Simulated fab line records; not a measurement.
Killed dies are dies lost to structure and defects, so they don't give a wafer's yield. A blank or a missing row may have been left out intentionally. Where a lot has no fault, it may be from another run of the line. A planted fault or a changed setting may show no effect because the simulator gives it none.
2 desks, one fault	flow n5_finfet	each desk has only its own numbers; what lay behind them comes last

## THE DEFECT DESK
For each lot, the counts of the inspections along the route, averaged over the sampled wafers that have a number. If a lot's mean is further than 4 standard deviations from the usual mean, the lot is out of limits and carries the mark OUT (the distance appears in the brackets).
Columns: A = raw_defect_count at N5_SD_EPI_P_INSPECT_11, usual 2.2; B = raw_defect_count at N5_SD_EPI_P_INSPECT_26, usual 178; C = raw_defect_count at N5_SD_ACTIVATION_INSPECT_02, usual 177
lot	first seen here	A	B	C
L411	day 3 07:34	3.0	252	262
L412	day 3 17:11	2.0	170	164
L415	day 4 06:28	3.0	130	134
L416	day 4 14:34	1.0	154	159
L418	day 5 01:58	4.0	194	186
L420	day 5 09:41	2.3	210	210
L421	day 5 17:33	2.0	166	165
L431	day 8 04:58	2.0	977 (+22) OUT	971 (+21) OUT
L432	day 8 13:22	0.7	1000 (+23) OUT	998 (+22) OUT
L434	day 9 01:13	1.7	205	195
This desk finds L431, L432 out of limits, L431 being first, at day 8 09:34 (raw_defect_count at N5_SD_EPI_P_INSPECT_26). L411, L412, L415, L416, L418, L420, L421, L434: within limits.

## AT THE TOOL OWNER'S DESK: rie_diel-03
The tool's own readings at N5_SD_EPI_P_ETCH_37 (etches SOC in N2/H2, overetch 108 nm, time 486 s): means of the sampled wafers that have a number, for each lot that ran on this tool. If a lot's mean is further than 4 standard deviations from the usual mean, the lot is out of limits and carries the mark OUT (the distance appears in the brackets).
Columns: A = chamber_pressure_mTorr at N5_SD_EPI_P_ETCH_37, usual 20.003 mTorr; B = drypump_motor_current_A at N5_SD_EPI_P_ETCH_37, usual 5.7 A; C = oes_product_au at N5_SD_EPI_P_ETCH_37, usual 0.71 a.u.; D = rf_vpp_V at N5_SD_EPI_P_ETCH_37, usual 240.7 V; E = showerhead_plenum_p_Torr at N5_SD_EPI_P_ETCH_37, usual 2.53 Torr; F = throttle_valve_pct at N5_SD_EPI_P_ETCH_37, usual 23.88 %
lot	first seen here	A	B	C	D	E	F
L416	day 4 14:51	20.011	5.7	0.72	239.5	2.44	23.75
L418	day 5 02:06	20.003	5.7	0.69	239.4	2.47	23.83
L420	day 5 09:49	20.015	5.5	0.74	239.6	2.50	23.77
L431	day 8 05:05	19.996	5.5	0.79	240.8	2.59	23.65
L432	day 8 13:29	20.011	5.6	0.76	240.5	2.53	23.65
This desk's verdict: no lot among the 5 shows anything out of limits.

## TAKEN TOGETHER
The defect desk could have raised an alarm at day 8 09:34, on L431, L432.
The tool owner's desk saw nothing out of limits.
The tool owner's desk has L431, L432 on record, within its limits.
Every lot named ran N5_SD_EPI_P_ETCH_37 on rie_diel-03.

## WHAT THE SIMULATOR PUT IN
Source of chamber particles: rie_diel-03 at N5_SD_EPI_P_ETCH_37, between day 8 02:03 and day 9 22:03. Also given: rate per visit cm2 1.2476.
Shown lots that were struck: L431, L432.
Hours from the fault's start to each desk's first reading out of limits: the defect desk, 8.
